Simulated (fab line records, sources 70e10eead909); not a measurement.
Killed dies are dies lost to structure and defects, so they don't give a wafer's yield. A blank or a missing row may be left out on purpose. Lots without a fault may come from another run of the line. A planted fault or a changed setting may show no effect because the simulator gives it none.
A struck lot beside a sound one | flow nand_harc | 15 steps out of a route of 1159
Sound: wafers L842.2, L842.4, L842.5. Struck: wafers L852.2, L852.3, L852.4. The cause comes at the end.
At each step with rows: each side's tool, then ch and its chambers, then its first start. Under that, the readings that differ: sound wafers | struck wafers | difference of the means | sigmas: that difference in standard deviations of wafers without a fault.
alike: readings whose means differ by less than 2 such deviations, and words and numbers that are the same on both sides. not compared: withheld readings, readings that some wafer has no value for, bounds like >300 that may hide the same value, and numbers for which the record gives no deviation and whose values overlap.
The two part at a step that has a row with sigmas, a row that says differs or no value, or rows on one side only. Numbers that don't overlap but have no deviation are shown without sigmas and don't part them. A reading that every wafer of one side lacks parts them only if that side has two wafers or more.

first, 1 step without rows for these wafers: NHARC_A_ONON_D1_DEP_06 (target thk 1000 nm).
NHARC_A_ONON_D1_THK_MEAS_08: measures by ellipsometry.
  sound on film_metro-01, day 7 21:20; struck on film_metro-02, day 10 06:16
  alike: thk_nm
then, 1 step without rows for these wafers: NHARC_A_ONON_D1_DEP_09 (target thk 1000 nm).
NHARC_A_ONON_D1_THK_MEAS_11: measures by ellipsometry.
  sound on film_metro-01, day 7 21:54; struck on film_metro-02, day 10 06:50
  alike: thk_nm
then, 1 step without rows for these wafers: NHARC_A_ONON_D1_DEP_12 (target thk 1000 nm).
NHARC_A_ONON_D1_THK_MEAS_14: measures by ellipsometry.
  sound on film_metro-02, day 7 22:29; struck on film_metro-01, day 10 07:25
  alike: thk_nm
then, 2 steps without rows for these wafers: NHARC_A_ONON_D1_ANNEAL_15 (time 3600 s); NHARC_A_ONON_D1_DEP_16 (target thk 1000 nm).
NHARC_A_ONON_D1_THK_MEAS_18: measures by ellipsometry.
  sound on film_metro-02, day 8 07:32; struck on film_metro-01, day 10 14:34
  alike: thk_nm
then, 1 step without rows for these wafers: NHARC_A_ONON_D1_DEP_19 (target thk 1000 nm).
NHARC_A_ONON_D1_THK_MEAS_21: measures by ellipsometry.
  sound on film_metro-02, day 8 08:06; struck on film_metro-02, day 10 15:08
  reading     | sound          | struck      | difference | sigmas
  thk_nm (nm) | 1013 1014 1013 | 993 992 991 | -21        | -2
NHARC_A_ONON_D1_DEP_22: target thk 1000 nm.
  sound on pecvd_onon-02 ch 0, day 8 08:13; struck on pecvd_onon-02 ch 0, day 10 15:14
NHARC_A_ONON_D1_THK_MEAS_24: measures by ellipsometry.
  sound on film_metro-02, day 8 08:40; struck on film_metro-02, day 10 15:41
  reading     | sound          | struck         | difference | sigmas
  thk_nm (nm) | 1007 1008 1007 | 1534 1535 1535 | +527       | +59
then, 1 step without rows for these wafers: NHARC_A_ONON_D1_DEP_25 (target thk 1000 nm).
-- the record jumps here: 12 days lie between the struck wafers' starts before and after (it left off in module A_ONON_D1 and takes up again in module END, whose first step shown is number 1159 of the route) --
NHARC_END_SORT_01:
  the record has rows for the struck wafers here (prober-01 ch 0, day 22 14:58) and none for the sound ones

WHERE THEY PART
First at NHARC_A_ONON_D1_THK_MEAS_21; last, within this record, at NHARC_END_SORT_01.

WHY: what the simulator had put in
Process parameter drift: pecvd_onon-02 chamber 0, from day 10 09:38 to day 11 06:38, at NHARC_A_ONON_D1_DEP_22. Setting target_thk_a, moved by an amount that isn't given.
